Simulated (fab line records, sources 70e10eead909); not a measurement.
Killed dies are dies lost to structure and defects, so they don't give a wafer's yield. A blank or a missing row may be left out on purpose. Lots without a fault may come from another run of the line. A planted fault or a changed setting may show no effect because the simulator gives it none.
Problem report in the 8D (eight disciplines) form, filled by code | flow nand_harc | the parts of the form that need people (team, actions taken, sign-off) are left out

1. THE PROBLEM
killed_at_array at NHARC_END_SORT_01 reads a mean of 80 on 3 wafers of 2 lots; wafers without a fault read 28 with a standard deviation of 11. That is +4.7 standard deviations from the usual mean.
First seen on wafer L394.6, day 25 00:31, on prober-01. The record holds 4 wafers of 2 lots with a number at this step. Rule for "out", or "out of limits": more than 4 standard deviations from the usual mean. The other wafers with a number count as sound.

2. WHAT IT IS AND WHAT IT IS NOT
question                    | is                           | is not
which readings at this step | killed_at_array, killed_dies | killed_at_other, killed_at_periphery, killed_open, killed_short
which lots                  | L390, L394                   | -
which wafers of those lots  | L390.2, L390.3, L394.6       | L390.4
read on which gauges        | prober-01, prober-02         | -
when                        | from day 25 00:31            | up to then (0 sound wafers); but 1 sound wafer of L390 came after

3. SUSPECTS, AND WHAT RULES EACH OUT
Counting: a tool at a process step up to the reading stays a suspect if it ran every lot that is out. Sound lots after the first of them don't rule it out here, since some wafers of a struck lot are sound.
- the gauge at NHARC_END_SORT_01: ruled out. The wafers that are out were read on 2 gauges (prober-01, prober-02).
- har_cap_etch-02 at NHARC_A_CONTACT_ETCH_123 (etches the open film in C4F8/O2/Ar, time 253 s, target depth 1090 nm): kept. It ran every lot that is out, first L394 (day 21 02:45).
- rie_diel-13 at NHARC_A_CONTACT_DESCUM_74 (chemistry O2, time 3 s): kept. It ran every lot that is out, first L394 (day 21 21:20).
- rie_diel-13 at NHARC_A_CONTACT_ETCH_78 (etches the open film in O2/COS, target depth 2800 nm, time 728 s): kept. It ran every lot that is out, first L394 (day 21 22:59). NHARC_A_CONTACT_ETCH_78 gives no start for some lots, so the hours and the order of its lots are those of NHARC_A_CONTACT_ETCH_127.
- har_cap_etch-02 at NHARC_A_CONTACT_ETCH_127 (etches the open film in C4F8/O2/Ar, time 155 s, target depth 956 nm): kept. It ran every lot that is out, first L394 (day 21 22:59).
- Within har_cap_etch-02 at NHARC_A_CONTACT_ETCH_123: the wafers that are out ran in chamber 0; their sound lot-mates ran in chamber 1.
- Within rie_diel-13 at NHARC_A_CONTACT_DESCUM_74: the wafers that are out ran in chambers 2, 3; their sound lot-mates ran in chamber 0.
- Within har_cap_etch-02 at NHARC_A_CONTACT_ETCH_127: the wafers that are out ran in chamber 0; their sound lot-mates ran in chamber 1.
Left after counting: har_cap_etch-02 at NHARC_A_CONTACT_ETCH_123, rie_diel-13 at NHARC_A_CONTACT_DESCUM_74, rie_diel-13 at NHARC_A_CONTACT_ETCH_78, har_cap_etch-02 at NHARC_A_CONTACT_ETCH_127.

4. THE CAUSE (what the simulator had put in)
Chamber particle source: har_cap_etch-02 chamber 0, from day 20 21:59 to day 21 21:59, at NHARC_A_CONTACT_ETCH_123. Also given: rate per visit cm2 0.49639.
Counting left 4 suspects, and this tool is among them.

5. THE CHAIN OF EFFECTS, in route order
Each row: a reading whose mean over the struck wafers that have a number lies more than 3 standard deviations from the usual. Only readings for which the record gives a usual standard deviation are gone through. hours: the time from each lot's start at the first step in this table that gives one to its start at this step, as a median over the lots. sigmas: the change in usual standard deviations.
hours | step              | reading         | usual | on struck wafers | change | sigmas
0     | NHARC_END_SORT_01 | killed_at_array | 28    | 80               | +52    | +4.7
0     | NHARC_END_SORT_01 | killed_dies     | 31    | 84               | +53    | +4.8

6. WHAT WOULD HAVE CAUGHT IT SOONER
In this record the first reading out of limits at a measuring or inspecting step was taken at day 25 00:31, 99 hours after the fault began at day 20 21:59.
All the lots that are out (2) had begun NHARC_A_CONTACT_ETCH_123 on har_cap_etch-02 by day 25 00:31. A hold on the tool at that time would have spared none of them.
